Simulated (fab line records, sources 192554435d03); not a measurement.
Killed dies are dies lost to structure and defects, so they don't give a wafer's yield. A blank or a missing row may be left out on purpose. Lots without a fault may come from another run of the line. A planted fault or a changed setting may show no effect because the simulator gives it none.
fab line records | flow n5_finfet
record lots=6 wafers=18 last_day=17
route steps=1938 shown HKMG_FIN@443 GATE_CUT@465 BEOL_M4@1111 PASSIVATION@1936
lots that met no fault: from a run of the same line without faults
start_h: hours from the record's first day to the start of the lot's first wafer shown | wait_h: hours since the lot's step before | " the same as in the row above | L1.1+2: a row that stands for several wafers | - no value, or no start given | * or withheld: withheld | < > ~ a bound
route shown NAME@n: a module of which the file shows steps, and the number in the route of the first | usual: mean/standard deviation of fault-free wafers | same: alike in all rows | chamber/n: place in a boat | sites: the reading at each site | _std_site: their standard deviation | _edge_site: outer sites' mean less inner sites' | radius_mm: how far each site lies from the wafer's centre | mask NAME#n: copy n | behind: the tool/chamber that last shaped the wafer | hold: why the lot was held/for how many hours/how that ended | device: the transistor (n, p or np) that didn't switch | end of line: the same wafers' tests at the end of the route | a step without rows: its recipe alone | killed: dies lost to structure and defects at the first sort, not the wafer's yield | map: a wafer's dies, x killed, . not, _ none there
set.NAME: the setting as run; set.NAME@STEP: as run at that earlier step | model.NAME: the simulator's own value behind a step, which no gauge read
lots at some steps of the route; a table a step, a row a wafer
services: from which hour (start_h, from the record's first day; less than 0 if before it) a tool's chamber was out of use, for how many hours, and why
## steps
# step N5_HKMG_FIN_COAT_85
# recipe resist=SOC temp_c=250 time_s=60 spin_rpm=1500 resist_thk_nm=300
# step N5_HKMG_FIN_ETCH_86
# recipe chemistry=N2/H2 target=SOC target_depth_a=3932 stop_on=TiN ion_energy_ev=100 bias_w=61 pressure_mtorr=30 source_w=850 n2_flow_sccm=200 h2_flow_sccm=200
# usual drypump_motor_current_A=5.5/0.38 oes_product_au=0.77/0.092 rf_vpp_V=240.7/1.5 showerhead_plenum_p_Torr=2.53/0.091 throttle_valve_pct=17.81/0.27
# columns lot.wafer tool chamber start_h wait_h drypump_motor_current_A oes_product_au rf_hours_counter_h rf_vpp_V showerhead_plenum_p_Torr throttle_valve_pct
L339.1 rie_diel-01 0 115.35 - 6.0 0.95 14 240.5 2.48 17.48
L339.2 " 1 " " 5.2 0.76 128 240.4 2.55 17.83
L339.5 " 3 " " 5.9 0.72 - 243.7 2.64 17.94
L347.1 rie_diel-04 0 162.18 - 6.0 0.97 1 242.7 2.60 17.43
L347.3 " 1 " " 5.6 0.68 234 238.6 2.42 18.05
L347.4 " 2 " " 5.7 0.70 - 243.6 2.58 17.96
L346.3 rie_diel-05 2 162.89 - 5.7 0.77 140 237.9 2.36 18.31
L346.5 " 2 " " 5.7 0.78 - 237.9 2.36 18.33
L346.6 " 1 " " 5.6 0.82 - 240.4 2.47 17.62
L353.2 rie_diel-04 3 201.40 - 5.0 0.92 5 241.8 2.62 17.35
L353.3 " 2 " " 5.7 0.69 - 242.2 2.58 18.00
L353.4 " 3 " " 5.0 0.92 - 242.7 2.62 17.33
L354.3 rie_diel-04 3 204.11 - 5.1 0.92 7 242.5 2.62 17.34
L354.4 " 0 " " 6.0 0.90 - 242.9 2.60 17.47
L354.6 " 2 " " 5.7 0.68 - 242.9 2.58 18.00
L356.1 rie_diel-04 0 216.43 - 6.1 0.89 24 240.5 2.59 17.46
L356.2 " 3 " " 5.1 0.89 13 241.3 2.62 17.35
L356.4 " 0 " " 6.1 0.88 - 242.0 2.59 17.48
# step N5_HKMG_FIN_STRIP_89
# recipe chemistry=N2/H2 material=SOC time_s=20 power_w=500 temp_c=40 pressure_mtorr=50 rf_frequency_hz=6e+07 bias_power_w=8 h2_frac=0.5 n2_flow_sccm=300 h2_flow_sccm=300
# step N5_HKMG_FIN_WET_ETCH_87
# recipe chemistry=SC1 target=TiN mix=1:2:40 temp_c=50 time_s=154.2 target_depth_nm=4.7 dry=ipa_marangoni rinse_time_s=30 rinse_temp_c=23
# step N5_HKMG_FIN_STRIP_88
# recipe chemistry=N2/H2 power_w=2500 temp_c=300 h2_frac=0.65 time_s=360 pressure_mtorr=withheld n2_flow_sccm=1750 h2_flow_sccm=3250
# step N5_HKMG_FIN_NWFM_ALD_20
# recipe material=TiAlC target_thk_a=20 temp_c=300 ald_precursor_family=TiCl4 ald_co_reactant=TEA pulse_time_s=3 purge_time_s=2 co_reactant_purge_time_s=2 co_reactant_pulse_time_s=10 ald_cycles=7 pressure_torr=3
# step N5_HKMG_FIN_ALD_71
# recipe material=TiN target_thk_a=10 temp_c=400 ald_precursor_family=TiCl4 ald_co_reactant=NH3 pulse_time_s=1 purge_time_s=3 co_reactant_purge_time_s=2 co_reactant_pulse_time_s=2 ald_cycles=47 pressure_torr=3
# step N5_HKMG_FIN_COAT_66
# recipe resist=SOC temp_c=250 time_s=60 spin_rpm=1500 resist_thk_nm=300
# step N5_HKMG_FIN_ETCH_67
# recipe chemistry=N2/H2 target=SOC target_depth_a=3889 stop_on=TiN ion_energy_ev=100 bias_w=61 pressure_mtorr=30 source_w=850 n2_flow_sccm=200 h2_flow_sccm=200
# step N5_HKMG_FIN_STRIP_90
# recipe chemistry=N2/H2 material=SOC time_s=20 power_w=500 temp_c=40 pressure_mtorr=50 rf_frequency_hz=6e+07 bias_power_w=8 h2_frac=0.5 n2_flow_sccm=300 h2_flow_sccm=300
# step N5_HKMG_FIN_WET_ETCH_73
# recipe chemistry=SC1 mix=1:2:40 temp_c=50 time_s=42.3 target_depth_nm=1.3 dry=ipa_marangoni rinse_time_s=30 rinse_temp_c=23
# step N5_HKMG_FIN_ETCHBACK_68
# recipe chemistry=Cl2/Ar stop_on=HfO2 target_depth_a=5 pressure_mtorr=10 icp_w=600 bias_w=60 Cl2_flow_sccm=40 Ar_flow_sccm=60
# step N5_HKMG_FIN_STRIP_69
# recipe chemistry=N2/H2 power_w=2500 temp_c=300 h2_frac=0.65 time_s=360 pressure_mtorr=withheld n2_flow_sccm=1750 h2_flow_sccm=3250
# usual drypump_motor_current_A=5.9/0.79 h2_flow_sccm=3248/9.3 heater_power_w=457/17
# columns lot.wafer tool chamber start_h wait_h drypump_motor_current_A h2_flow_sccm heater_power_w rf_hours_counter_h
L339.1 plasma_asher-02 1 116.78 0.1 4.8 3240 424 47
L339.2 " 0 " " 6.8 3251 459 47
L339.5 " 1 " " 4.8 3254 436 -
L347.1 plasma_asher-02 0 163.64 0.1 - - - -
L347.3 " 1 " " - - - -
L347.4 " 0 " " - - - -
L346.3 plasma_asher-01 0 164.48 0.2 - - - -
L346.5 " 0 " " - - - -
L346.6 " 1 " " - - - -
L353.2 plasma_asher-02 1 202.99 0.1 4.8 3233 433 65
L353.3 " 1 " " 4.8 3237 433 -
L353.4 " 0 " " 6.7 3241 464 -
L354.3 plasma_asher-01 0 205.66 0.2 5.4 3246 471 -
L354.4 " 1 " " 6.5 3245 463 -
L354.6 " 0 " " 5.4 3248 479 -
L356.1 plasma_asher-01 0 217.88 0.1 5.4 3239 470 109
L356.2 " 1 " " 6.6 3269 446 109
L356.4 " 0 " " 5.4 3254 473 -
# step N5_HKMG_FIN_ALD_21
# recipe material=TiN target_thk_a=15 temp_c=400 ald_precursor_family=TiCl4 ald_co_reactant=NH3 pulse_time_s=1 purge_time_s=3 co_reactant_purge_time_s=2 co_reactant_pulse_time_s=2 ald_cycles=68 pressure_torr=3
# step N5_HKMG_FIN_ALD_72
# recipe material=W target_thk_a=20 temp_c=300 pressure_torr=7.5 ald_precursor_family=WF6 ald_co_reactant=B2H6 pulse_time_s=1 purge_time_s=2 co_reactant_purge_time_s=2 co_reactant_pulse_time_s=3 ald_cycles=7
# step N5_HKMG_FIN_W_FILL_22
# recipe material=W target_thk_a=600 temp_c=400 pressure_torr=39.4 time_s=18.2
# usual heater_power_w=961/160 throttle_valve_pct=20.8/1.7
# columns lot.wafer tool chamber start_h wait_h heater_power_w throttle_valve_pct
L339.1 cvd_w-01 1 117.59 0.0 1137 20.4
L339.2 " 0 " " 828 22.8
L339.5 " 0 " " 861 22.8
L347.1 cvd_w-01 1 164.44 0.0 1174 20.5
L347.3 " 1 " " 1159 20.4
L347.4 " 0 " " 837 23.1
L346.3 cvd_w-02 0 165.18 0.0 955 19.1
L346.5 " 1 " " 702 18.4
L346.6 " 0 " " 1013 19.3
L353.2 cvd_w-01 1 203.79 0.0 1165 20.8
L353.3 " 1 " " 1148 20.8
L353.4 " 0 " " 863 23.2
L354.3 cvd_w-01 0 206.35 0.0 854 23.3
L354.4 " 1 " " 1144 20.5
L354.6 " 0 " " 868 23.4
L356.1 cvd_w-01 1 218.68 0.0 1181 20.7
L356.2 " 0 " " 849 23.1
L356.4 " 0 " " 851 23.2
# step N5_HKMG_FIN_PRECLEAN_83
# recipe chemistry=DIW time_s=57.5 temp_c=23
# step N5_HKMG_FIN_SRD_84
# recipe dry_time_s=32 dry=n2_spin spin_rpm=1500
# step N5_HKMG_FIN_CMP_23
# recipe stop_on=SiNx t_overpolish_s=10 post_cmp_clean=rinse_only down_force_psi=4 platen_rpm=50.289 pad_velocity_m_s=1.0006 target_thk_nm=46.326
# step N5_HKMG_FIN_CMP_94
# recipe stop_on=SiNx post_cmp_clean=w_dilute_nh4oh t_overpolish_s=4.7 down_force_psi=4 platen_rpm=50.289 pad_velocity_m_s=1.0006 target_thk_nm=43.299
# step N5_GATE_CUT_ETCHBACK_00
# recipe chemistry=SF6/Cl2 target=W pressure_mtorr=8 icp_w=900 bias_w=80 SF6_flow_sccm=40 Cl2_flow_sccm=60
# step N5_GATE_CUT_ETCH_56
# recipe chemistry=Cl2/Ar target=TiN target_depth_a=216 pressure_mtorr=10 icp_w=600 bias_w=60 Cl2_flow_sccm=40 Ar_flow_sccm=60
# step N5_GATE_CUT_ETCHBACK_30
# recipe chemistry=Cl2/Ar target=TiN target_depth_a=30 mode=isotropic pressure_mtorr=10 icp_w=600 bias_w=60 Cl2_flow_sccm=40 Ar_flow_sccm=60
# step N5_GATE_CUT_VAPOR_ETCH_60
# recipe chemistry=BCl3/Cl2 target=HfO2 mode=isotropic
# usual drypump_motor_current_A=5.7/0.48 oes_product_au=0.78/0.074
# columns lot.wafer tool chamber start_h wait_h drypump_motor_current_A oes_product_au
L339.1 rie_metal-01 0 118.69 0.0 5.6 0.77
L339.2 " 1 " " 4.9 0.83
L339.5 " 0 " " 5.6 0.77
L347.1 rie_metal-01 1 165.54 0.0 4.9 0.80
L353.2 rie_metal-02 0 204.92 0.0 6.0 0.71
L353.3 " 0 " " 6.0 0.72
L353.4 " 1 " " 6.3 0.79
L354.3 rie_metal-02 0 207.45 0.0 5.9 0.72
L354.4 " 1 " " 6.3 0.79
L354.6 " 0 " " 5.9 0.71
L356.1 rie_metal-02 0 219.78 0.0 5.9 0.71
L356.2 " 1 " " 6.3 0.78
L356.4 " 0 " " 5.9 0.71
# step N5_GATE_CUT_ETCH_58
# recipe chemistry=CH3F/O2 target=SiNx target_depth_a=170 time_s=128.6 ion_energy_ev=50 pressure_mtorr=30 source_w=415 bias_w=21 Ar_flow_sccm=150 CH3F_flow_sccm=30 O2_flow_sccm=20
# usual drypump_motor_current_A=6.0/0.45 oes_product_au=0.79/0.1 rf_vpp_V=99.1/0.91 showerhead_plenum_p_Torr=2.00/0.059 throttle_valve_pct=16.29/0.27
# columns lot.wafer tool chamber start_h wait_h drypump_motor_current_A oes_product_au rf_hours_counter_h rf_vpp_V showerhead_plenum_p_Torr throttle_valve_pct
L339.1 rie_diel-03 3 118.74 0.0 5.7 0.69 194 100.6 2.07 16.48
L339.2 " 2 " " 6.6 0.67 245 100.2 2.05 16.56
L339.5 " 2 " " 6.6 0.67 - 99.0 2.05 16.58
L347.1 rie_diel-03 1 165.59 0.0 5.7 0.75 170 99.3 1.91 16.56
L353.2 rie_diel-02 1 204.97 0.0 6.6 0.79 100 98.3 2.01 16.08
L353.3 " 2 " " 6.1 0.98 3 99.6 1.97 16.21
L353.4 " 0 " " 6.3 0.68 219 100.2 2.07 16.21
L354.3 rie_diel-03 0 207.50 0.0 6.2 0.95 11 98.4 1.95 15.74
L354.4 " 3 " " 5.7 0.67 226 98.4 2.06 16.56
L354.6 " 0 " " 6.2 0.95 - 98.4 1.95 15.74
L356.1 rie_diel-02 0 219.83 0.0 6.2 0.67 224 101.0 2.07 16.23
L356.2 " 1 " " 6.6 0.79 104 99.1 2.01 16.09
L356.4 " 3 " " 5.3 0.81 64 99.2 1.95 16.12
# step N5_GATE_CUT_STRIP_59
# recipe chemistry=N2/H2 time_s=20 power_w=100 temp_c=40 pressure_mtorr=100 rf_frequency_hz=6e+07 bias_power_w=3 n2_flow_sccm=300 h2_flow_sccm=300
# step N5_GATE_CUT_PRECLEAN_31
# recipe temp_c=23 chemistry=DIW time_s=300
# step N5_GATE_CUT_SRD_32
# recipe time_s=30 temp_c=23 rinse_liquid=diw dry=ipa_marangoni
# step N5_GATE_CUT_SAC_CAP_01
# recipe material=SiNx target_thk_a=240 temp_c=400 ald_precursor_family=SiH2I2 ald_co_reactant=N2/H2-plasma pulse_time_s=1 ald_cycles=480 purge_time_s=2 co_reactant_purge_time_s=2 pressure_torr=2
# step N5_GATE_CUT_PECVD_57
# recipe material=SiNx target_thk_a=210 temp_c=400 precursor=SiH4/NH3/N2 pressure_torr=1.5 rf_w=300
# step N5_GATE_CUT_CMP_02
# recipe stop_on=SiO2 t_overpolish_s=12.7 post_cmp_clean=alkaline_brush down_force_psi=2.5 platen_rpm=51.8 pad_velocity_m_s=1.0307 target_thk_nm=0
# usual edge_zone_pressure_frac=1.000/0.0054 motor_current_A=9.3/1.1 overpolish_run_s=12.700/0.0086 slurry_flow_ml_min=150.0/0.43 time_to_endpoint_s=24/4.2
# same t_overpolish_s=12.7
# columns lot.wafer tool chamber start_h wait_h edge_zone_pressure_frac motor_current_A overpolish_run_s slurry_flow_ml_min time_to_endpoint_s
L339.1 cmp-04 3 121.64 0.3 1.000 9.7 12.701 150.3 16
L339.2 " 0 " " 0.996 8.2 12.701 150.9 15
L339.5 " 2 " " 0.991 9.6 12.703 149.9 19
L347.1 cmp-02 1 168.30 0.2 1.005 8.8 12.692 149.9 25
L353.4 cmp-03 1 207.77 0.0 1.004 8.7 12.696 149.6 23
L353.2 " 3 " " 0.998 10.0 12.696 149.8 17
L353.3 " 0 " " 0.997 10.8 12.701 150.7 30
L354.3 cmp-02 0 210.16 0.1 0.997 9.2 12.689 149.7 29
L354.4 " 1 " " 0.998 8.8 12.691 150.0 26
L354.6 " 3 " " 0.997 7.7 12.712 149.7 27
L356.1 cmp-04 3 222.41 0.1 1.001 10.1 12.708 149.5 25
L356.4 " 1 " " 1.000 7.9 12.700 149.7 26
L356.2 " 2 " " 0.994 9.2 12.716 149.0 28
# step N5_GATE_CUT_HM_DEP_46
# recipe material=SiO2 target_thk_a=1300 temp_c=400 precursor=TEOS/O2 pressure_torr=6.5 rf_w=900 teos_flow_sccm=161.4 gas=O2 flow_sccm=2650 time_s=26.6
# step N5_GATE_CUT_COAT_34
# recipe resist=SOC temp_c=250 time_s=60 spin_rpm=1500 resist_thk_nm=60
# step N5_GATE_CUT_COAT_35
# recipe resist=SiARC temp_c=220 time_s=60 spin_rpm=1500 resist_thk_nm=10
# step N5_GATE_CUT_COAT_27
# recipe resist=underlayer temp_c=205 time_s=60 spin_rpm=1500 resist_thk_nm=10
# step N5_GATE_CUT_COAT_07
# recipe resist=CAR-EUV spin_rpm=1500 resist_thk_nm=30
# step N5_GATE_CUT_EBR_09
# recipe solvent=PGMEA ebr_width_mm=1.5
# step N5_GATE_CUT_SOFTBAKE_08
# recipe temp_c=110 time_s=60 resist=CAR-EUV
# step N5_GATE_CUT_EXPOSE_10
# recipe mask_id=GATE_CUT na=0.33 source_shape=annular sigma_inner=0.35 sigma_outer=0.8 polarization=unpolarized target_cd_nm=20 dose_mj=43.25
# step N5_BEOL_M4_RC_MEAS_101
# usual DIBL_N=36.1/2 DIBL_P=36.3/2.4 IOFF_N=0.15/0.035 IOFF_P=0.21/0.039 ION_N=672/15 ION_P=463/9.7 SS_N=71.5/0.7 SS_P=73.2/0.75 VT_N=251/3.6 VT_P=-250/3.8
# columns lot.wafer tool chamber start_h wait_h DIBL_N[mV/V] DIBL_P[mV/V] IOFF_N[nA/um] IOFF_P[nA/um] ION_N[uA/um] ION_P[uA/um] SS_N[mV/dec] SS_P[mV/dec] VT_N[mV] VT_P[mV]
L339.1 prober-02 0 206.40 0.0 36.7 37.1 0.15 0.19 663 453 71.9 73.7 251 -254
L339.2 " 0 " " 37.2 37.9 0.16 0.20 680 461 71.2 74.1 251 -251
L339.5 " 0 " " 35.5 34.0 0.12 0.15 641 444 70.8 72.2 257 -255
L347.1 prober-02 0 252.27 0.0 38.5 39.4 0.20 0.28 689 476 72.4 74.1 246 -246
L353.2 prober-02 0 287.76 0.2 34.8 35.7 0.15 0.20 672 462 71.9 73.3 249 -253
L353.3 " 0 " " 34.1 34.4 0.13 0.18 670 461 70.5 73.1 253 -253
L353.4 " 0 " " 32.9 33.3 0.11 0.16 663 462 70.8 71.8 254 -254
L356.1 prober-02 0 306.59 0.0 37.4 37.0 0.18 0.25 682 466 71.8 73.7 247 -246
L356.2 " 0 " " 34.5 33.2 0.13 0.19 672 467 70.8 72.8 253 -248
L356.4 " 0 " " 35.6 34.8 0.14 0.21 681 475 71.1 73.0 249 -248
L354.3 prober-01 0 307.08 0.3 35.9 34.8 0.16 0.19 665 456 71.4 73.5 248 -250
L354.4 " 0 " " 36.7 36.6 0.17 0.23 673 461 71.5 73.0 247 -249
L354.6 " 0 " " 39.8 40.9 0.26 0.30 695 473 73.1 75.1 241 -245
# step N5_PASSIVATION_PROBE_49
# usual defect_limited_yield=91.1/1.6 killed_at_M0_to_M3=35/11 killed_at_M4_up=13/5.4 killed_at_contacts=13/6.5 killed_at_front_end=40/14 killed_at_other=4/3.1 killed_dies=105/18 killed_on_rim=14/4.1 killed_open=69/14 killed_short=34/7.3 sort_bin_5_function=5.2/0.96 sort_bin_6_memory=3.4/0.77 sort_bin_8_speed=0.02/0.13 sort_n_pass=1075/19 sort_yield_pct=91.1/1.6
# same gross_dies=1180 killed_at_back_side=0 sort_bin_4_leakage[%]=0
# columns lot.wafer tool chamber start_h wait_h defect_limited_yield[%] killed_at_M0_to_M3 killed_at_M4_up killed_at_contacts killed_at_front_end killed_at_other killed_dies killed_on_rim killed_open killed_short sort_bin_5_function[%] sort_bin_6_memory[%] sort_bin_8_speed[%] sort_n_pass sort_yield_pct[%]
L347.1 prober-02 - 363.98 0.0 60.9 29 9 20 402 1 461 25 70 36 35.8 2.6 0 719 60.9
L347.3 prober-02 - 364.08 0.1 0 27 14 18 1121 0 1180 152 84 39 95.1 4.4 0 0 0
L347.4 prober-02 - 364.13 0.2 0 23 10 20 1126 1 1180 152 60 41 97.5 2.0 0 0 0
L346.3 prober-02 - 367.98 0.1 4.7 39 15 12 1056 2 1124 127 67 27 92.0 3.1 0 56 4.7
L346.5 prober-02 - 368.08 0.2 7.7 46 22 13 1004 4 1089 111 88 32 87.6 4.2 0 91 7.7
L346.6 prober-02 - 368.13 0.3 0 49 19 9 1098 5 1180 152 64 41 95.5 4.2 0 0 0
L354.3 prober-01 - 415.76 0.1 90.6 25 18 24 42 2 111 17 83 26 5.8 3.1 0 1069 90.6
L354.4 prober-01 - 415.81 0.2 90.9 45 4 8 48 2 107 14 69 33 5.0 3.0 0 1073 90.9
L354.6 prober-01 - 415.91 0.3 91.8 30 12 19 24 12 97 13 62 32 4.5 3.6 0 1083 91.8
# killed by level:class
L347.1 HKMG_FIN:area_ald=351 MOL_CONTACT_COAG:geometric_particle:open=18 FIN_SAQP:geometric_particle:open=12 BEOL_M0_SAQP:geometric_particle:short=11 STI_FIN_REVEAL:geometric_particle:open=9 FIN_SAQP:geometric_particle:short=7 GATE_CUT:geometric_particle:short=6 BEOL_M0_SAQP:geometric_particle:open=6
L347.3 HKMG_FIN:area_ald=1057 FIN_SAQP:geometric_particle:open=18 FIN_SAQP:geometric_particle:short=15 MOL_CONTACT_COAG:geometric_particle:open=13 STI_FIN_REVEAL:geometric_particle:open=11 BEOL_M0_SAQP:geometric_particle:open=11 BEOL_M4:geometric_particle:open=10 GATE_CUT:geometric_particle:short=6
L347.4 HKMG_FIN:area_ald=1078 MOL_CONTACT_COAG:geometric_particle:open=14 STI_FIN_REVEAL:geometric_particle:open=10 FIN_SAQP:geometric_particle:short=7 BEOL_M0_SAQP:geometric_particle:short=7 MOL_CONTACT_COAG:geometric_particle:short=6 DUMMY_GATE:geometric_particle:open=5 BEOL_M2:geometric_particle:open=5
L346.3 HKMG_FIN:area_ald=1029 BEOL_M1:geometric_particle:open=17 MOL_CONTACT_COAG:geometric_particle:open=8 FIN_SAQP:geometric_particle:open=7 BEOL_M2:geometric_particle:open=6 BEOL_M4:geometric_particle:open=5 BEOL_M5:geometric_particle:open=5 FIN_SAQP:geometric_particle:short=4
L346.5 HKMG_FIN:area_ald=969 BEOL_M1:geometric_particle:open=22 STI_FIN_REVEAL:geometric_particle:open=14 BEOL_M4:geometric_particle:open=10 BEOL_M0_SAQP:geometric_particle:short=8 MOL_CONTACT_COAG:geometric_particle:open=7 BEOL_M2:geometric_particle:open=7 MOL_CONTACT_COAG:geometric_particle:short=6
L346.6 HKMG_FIN:area_ald=1074 BEOL_M0_SAQP:geometric_particle:short=15 BEOL_M0_SAQP:geometric_particle:open=11 MOL_CONTACT_COAG:geometric_particle:open=9 BEOL_M2:geometric_particle:open=9 FIN_SAQP:geometric_particle:open=8 BEOL_M1:geometric_particle:open=6 BEOL_M4:geometric_particle:open=5
L354.3 MOL_CONTACT_COAG:geometric_particle:open=21 BEOL_M0_SAQP:geometric_particle:open=12 FIN_SAQP:geometric_particle:open=11 BEOL_M0_SAQP:geometric_particle:short=6 STI_FIN_REVEAL:geometric_particle:open=5 DUMMY_GATE:geometric_particle:open=5 BEOL_M3:geometric_particle:open=5 BEOL_M4:geometric_particle:open=5
L354.4 FIN_SAQP:geometric_particle:open=12 BEOL_M0_SAQP:geometric_particle:open=12 BEOL_M1:geometric_particle:open=7 BEOL_M0_SAQP:geometric_particle:short=7 BEOL_M2:geometric_particle:open=7 BEOL_M3:geometric_particle:open=7 DUMMY_GATE:geometric_particle:open=5 GATE_CUT:geometric_particle:open=5
L354.6 MOL_CONTACT_COAG:geometric_particle:open=13 BEOL_M0_SAQP:geometric_particle:open=7 BEOL_M3:geometric_particle:open=7 MOL_CONTACT_COAG:geometric_particle:short=6 GATE_CUT:geometric_particle:short=5 STARTING-WAFER:geometric_particle:open=4 BEOL_M1:geometric_particle:short=4 FIN_SAQP:geometric_particle:open=3
# map L346.6 (x killed, . not)
_________________xxxxxxxxxxxx________________
______________xxxxxxxxxxxxxxxxxx_____________
___________xxxxxxxxxxxxxxxxxxxxxxxx__________
__________xxxxxxxxxxxxxxxxxxxxxxxxxx_________
________xxxxxxxxxxxxxxxxxxxxxxxxxxxxxx_______
_______xxxxxxxxxxxxxxxxxxxxxxxxxxxxxxxx______
______xxxxxxxxxxxxxxxxxxxxxxxxxxxxxxxxxx_____
_____xxxxxxxxxxxxxxxxxxxxxxxxxxxxxxxxxxxx____
____xxxxxxxxxxxxxxxxxxxxxxxxxxxxxxxxxxxxxx___
___xxxxxxxxxxxxxxxxxxxxxxxxxxxxxxxxxxxxxxxx__
___xxxxxxxxxxxxxxxxxxxxxxxxxxxxxxxxxxxxxxxx__
__xxxxxxxxxxxxxxxxxxxxxxxxxxxxxxxxxxxxxxxxxx_
__xxxxxxxxxxxxxxxxxxxxxxxxxxxxxxxxxxxxxxxxxx_
_xxxxxxxxxxxxxxxxxxxxxxxxxxxxxxxxxxxxxxxxxxxx
_xxxxxxxxxxxxxxxxxxxxxxxxxxxxxxxxxxxxxxxxxxxx
_xxxxxxxxxxxxxxxxxxxxxxxxxxxxxxxxxxxxxxxxxxxx
_xxxxxxxxxxxxxxxxxxxxxxxxxxxxxxxxxxxxxxxxxxxx
_xxxxxxxxxxxxxxxxxxxxxxxxxxxxxxxxxxxxxxxxxxxx
_xxxxxxxxxxxxxxxxxxxxxxxxxxxxxxxxxxxxxxxxxxxx
_xxxxxxxxxxxxxxxxxxxxxxxxxxxxxxxxxxxxxxxxxxxx
_xxxxxxxxxxxxxxxxxxxxxxxxxxxxxxxxxxxxxxxxxxxx
__xxxxxxxxxxxxxxxxxxxxxxxxxxxxxxxxxxxxxxxxxx_
__xxxxxxxxxxxxxxxxxxxxxxxxxxxxxxxxxxxxxxxxxx_
___xxxxxxxxxxxxxxxxxxxxxxxxxxxxxxxxxxxxxxxx__
___xxxxxxxxxxxxxxxxxxxxxxxxxxxxxxxxxxxxxxxx__
____xxxxxxxxxxxxxxxxxxxxxxxxxxxxxxxxxxxxxx___
_____xxxxxxxxxxxxxxxxxxxxxxxxxxxxxxxxxxxx____
______xxxxxxxxxxxxxxxxxxxxxxxxxxxxxxxxxx_____
_______xxxxxxxxxxxxxxxxxxxxxxxxxxxxxxxx______
________xxxxxxxxxxxxxxxxxxxxxxxxxxxxxx_______
__________xxxxxxxxxxxxxxxxxxxxxxxxxx_________
___________xxxxxxxxxxxxxxxxxxxxxxxx__________
______________xxxxxxxxxxxxxxxxxx_____________
_________________xxxxxxxxxxxx________________
# map L347.3 (x killed, . not)
_________________xxxxxxxxxxxx________________
______________xxxxxxxxxxxxxxxxxx_____________
___________xxxxxxxxxxxxxxxxxxxxxxxx__________
__________xxxxxxxxxxxxxxxxxxxxxxxxxx_________
________xxxxxxxxxxxxxxxxxxxxxxxxxxxxxx_______
_______xxxxxxxxxxxxxxxxxxxxxxxxxxxxxxxx______
______xxxxxxxxxxxxxxxxxxxxxxxxxxxxxxxxxx_____
_____xxxxxxxxxxxxxxxxxxxxxxxxxxxxxxxxxxxx____
____xxxxxxxxxxxxxxxxxxxxxxxxxxxxxxxxxxxxxx___
___xxxxxxxxxxxxxxxxxxxxxxxxxxxxxxxxxxxxxxxx__
___xxxxxxxxxxxxxxxxxxxxxxxxxxxxxxxxxxxxxxxx__
__xxxxxxxxxxxxxxxxxxxxxxxxxxxxxxxxxxxxxxxxxx_
__xxxxxxxxxxxxxxxxxxxxxxxxxxxxxxxxxxxxxxxxxx_
_xxxxxxxxxxxxxxxxxxxxxxxxxxxxxxxxxxxxxxxxxxxx
_xxxxxxxxxxxxxxxxxxxxxxxxxxxxxxxxxxxxxxxxxxxx
_xxxxxxxxxxxxxxxxxxxxxxxxxxxxxxxxxxxxxxxxxxxx
_xxxxxxxxxxxxxxxxxxxxxxxxxxxxxxxxxxxxxxxxxxxx
_xxxxxxxxxxxxxxxxxxxxxxxxxxxxxxxxxxxxxxxxxxxx
_xxxxxxxxxxxxxxxxxxxxxxxxxxxxxxxxxxxxxxxxxxxx
_xxxxxxxxxxxxxxxxxxxxxxxxxxxxxxxxxxxxxxxxxxxx
_xxxxxxxxxxxxxxxxxxxxxxxxxxxxxxxxxxxxxxxxxxxx
__xxxxxxxxxxxxxxxxxxxxxxxxxxxxxxxxxxxxxxxxxx_
__xxxxxxxxxxxxxxxxxxxxxxxxxxxxxxxxxxxxxxxxxx_
___xxxxxxxxxxxxxxxxxxxxxxxxxxxxxxxxxxxxxxxx__
___xxxxxxxxxxxxxxxxxxxxxxxxxxxxxxxxxxxxxxxx__
____xxxxxxxxxxxxxxxxxxxxxxxxxxxxxxxxxxxxxx___
_____xxxxxxxxxxxxxxxxxxxxxxxxxxxxxxxxxxxx____
______xxxxxxxxxxxxxxxxxxxxxxxxxxxxxxxxxx_____
_______xxxxxxxxxxxxxxxxxxxxxxxxxxxxxxxx______
________xxxxxxxxxxxxxxxxxxxxxxxxxxxxxx_______
__________xxxxxxxxxxxxxxxxxxxxxxxxxx_________
___________xxxxxxxxxxxxxxxxxxxxxxxx__________
______________xxxxxxxxxxxxxxxxxx_____________
_________________xxxxxxxxxxxx________________
## services
# columns tool chamber start_h hours kind
cmp-03 - 92.05 2.9 repair
cmp-04 - 108.73 0.6 repair
cmp-02 - 118.29 2.6 repair
cmp-04 - 128.38 4.0 pm
rie_diel-02 - 142.37 0.3 repair
cmp-02 - 144.83 5.2 repair
rie_diel-04 0 146.67 - clean
rie_diel-04 0 146.67 - consumable_replace:focus_ring
rie_diel-04 0 146.67 13.9 scheduled_down
rie_diel-04 0 146.67 13.9 vent_cycle
rie_diel-05 0 148.21 4.6 repair
rie_diel-04 3 160.57 - clean
rie_diel-04 3 160.57 - consumable_replace:focus_ring
rie_diel-04 3 160.57 28.2 scheduled_down
rie_diel-04 3 160.57 28.2 vent_cycle
rie_metal-01 - 168.05 2.8 pm
cvd_w-02 - 173.33 2.9 repair
cmp-04 - 177.98 8.8 pm
cvd_w-01 0 191.28 10.6 repair
cmp-03 - 192.32 4.0 pm
plasma_asher-01 - 195.21 4.3 pm
rie_diel-01 3 195.47 16.5 repair
rie_diel-04 0 199.60 4.3 repair
cmp-03 - 216.22 32.0 repair
## key
first_sign step=N5_HKMG_FIN_STRIP_69 reading=tool_record direction=missing
effect step=N5_PASSIVATION_PROBE_49 reading=sort_bin_5_function direction=up sigmas=82 usual=5.2 struck=83.9
more_kills_born_at N5_HKMG_FIN_ALD_21@ald_metal-03=3072 N5_HKMG_FIN_ALD_21@ald_metal-01=2486
met_at N5_HKMG_FIN_STRIP_69
struck_wafers L346.3,L346.5,L346.6,L347.1,L347.3,L347.4
later_rows_left_out L346.3,L346.5,L346.6,L347.3,L347.4
onset_between 116.78 163.64
fault kind=skipped_step_whole tool=plasma_asher-01,plasma_asher-02 chamber=- onset_h=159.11 steps=N5_HKMG_FIN_STRIP_69 scope=struck_lots_only
# later_rows_left_out: the simulator's readings of these wafers behind a module that went badly wrong aren't trusted and aren't shown, but for the sort
